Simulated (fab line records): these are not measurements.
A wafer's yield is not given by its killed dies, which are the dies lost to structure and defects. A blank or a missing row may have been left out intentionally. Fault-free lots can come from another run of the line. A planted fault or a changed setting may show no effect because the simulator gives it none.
Split-lot trial | flow n5_finfet | route with 1938 steps; 7 lots, 21 wafers read

## SPLIT DETAILS
At N5_ZERO_LAYER_PECVD_02 (deposits SiO2 from SiH4/N2O, target thk 10 nm, time 6 s), the setting time_s was moved away from the recipe's 6 s on 6 of the 21 wafers read, by -7.3% to +11.0%. All remaining wafers had this setting at the recipe value.

Reading taken at the split's own step.

## THE READING
SiO2_of_ZERO_LAYER_PECVD_02.thk_nm (the simulator's own value, which no gauge read), in nm, at N5_ZERO_LAYER_PECVD_02 (deposits SiO2 from SiH4/N2O, target thk 10 nm, time 6 s). There is no usual value for it anywhere in the file. The 15 wafers here that ran the recipe average 9.997 nm, standard deviation 0.21 nm.

wafer  | tool, chamber at the split | time_s as run, s | against the recipe | SiO2_of_ZERO_LAYER_PECVD_02.thk_nm, nm | against lot-mates on the recipe
L078.3 | pecvd-04, 2                | 6                | recipe             | 9.971                                  | -
L078.4 | pecvd-04, 1                | 5.641            | -6.0%              | 9.672                                  | -0.428
L078.6 | pecvd-04, 2                | 6                | recipe             | 10.23                                  | -
L080.1 | pecvd-03, 0                | 6                | recipe             | 9.791                                  | -
L080.5 | pecvd-03, 2                | 6                | recipe             | 9.827                                  | -
L080.6 | pecvd-03, 0                | 6                | recipe             | 10.16                                  | -
L085.1 | pecvd-03, 2                | 6                | recipe             | 9.588                                  | -
L085.4 | pecvd-03, 0                | 6                | recipe             | 9.996                                  | -
L085.5 | pecvd-03, 1                | 6                | recipe             | 10.02                                  | -
L086.3 | pecvd-03, 2                | 6                | recipe             | 9.678                                  | -
L086.5 | pecvd-03, 1                | 6.533            | +8.9%              | 10.97                                  | +1.292
L086.6 | pecvd-03, 2                | 6.533            | +8.9%              | 10.74                                  | +1.062
L091.2 | pecvd-04, 1                | 6                | recipe             | 10.19                                  | -
L091.3 | pecvd-04, 0                | 6                | recipe             | 10.01                                  | -
L091.5 | pecvd-04, 1                | 5.56             | -7.3%              | 9.498                                  | -0.602
L094.3 | pecvd-04, 2                | 6                | recipe             | 10.01                                  | -
L094.5 | pecvd-04, 0,2              | 6                | recipe             | 10.31                                  | -
L094.6 | pecvd-04, 0,2              | 6                | recipe             | 10.31                                  | -
L095.3 | pecvd-03, 0                | 6.658            | +11.0%             | 10.99                                  | +1.119
L095.4 | pecvd-03, 1                | 6                | recipe             | 9.871                                  | -
L095.6 | pecvd-03, 0                | 6.658            | +11.0%             | 11.31                                  | +1.439
When a row names more than one chamber, that row covers several wafers, and the file does not tell which wafer ran in which chamber.

THE FIT
A straight line over all 21 wafers: SiO2_of_ZERO_LAYER_PECVD_02.thk_nm changes by +0.0926 nm for each +1% of time_s; r = +0.91; the points scatter about the line by 0.21 nm.
The same after taking each lot's own level away (the mean of its wafers on the recipe; 21 wafers): +0.112 nm for each +1%; r = +0.96; scatter 0.17 nm.
On that fit, the largest move of time_s shifts the reading by 1.2 nm.
Measured against the standard deviation above, the lots' own levels, which go from 9.6780 to 10.2100 nm, span 2.5 times it.
So the lot-to-lot level changes the slope: the two fits differ.
Check: for one of the wafers moved furthest among these (+11.0%), held out of the fit, the line's prediction against its lot-mates is +1.33 nm. Against them it came out at +1.12 nm.

## FILE'S OWN FIT
SiO2_of_ZERO_LAYER_PECVD_02.thk_nm changes by +0.109 nm for each +1% of time_s, r = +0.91.
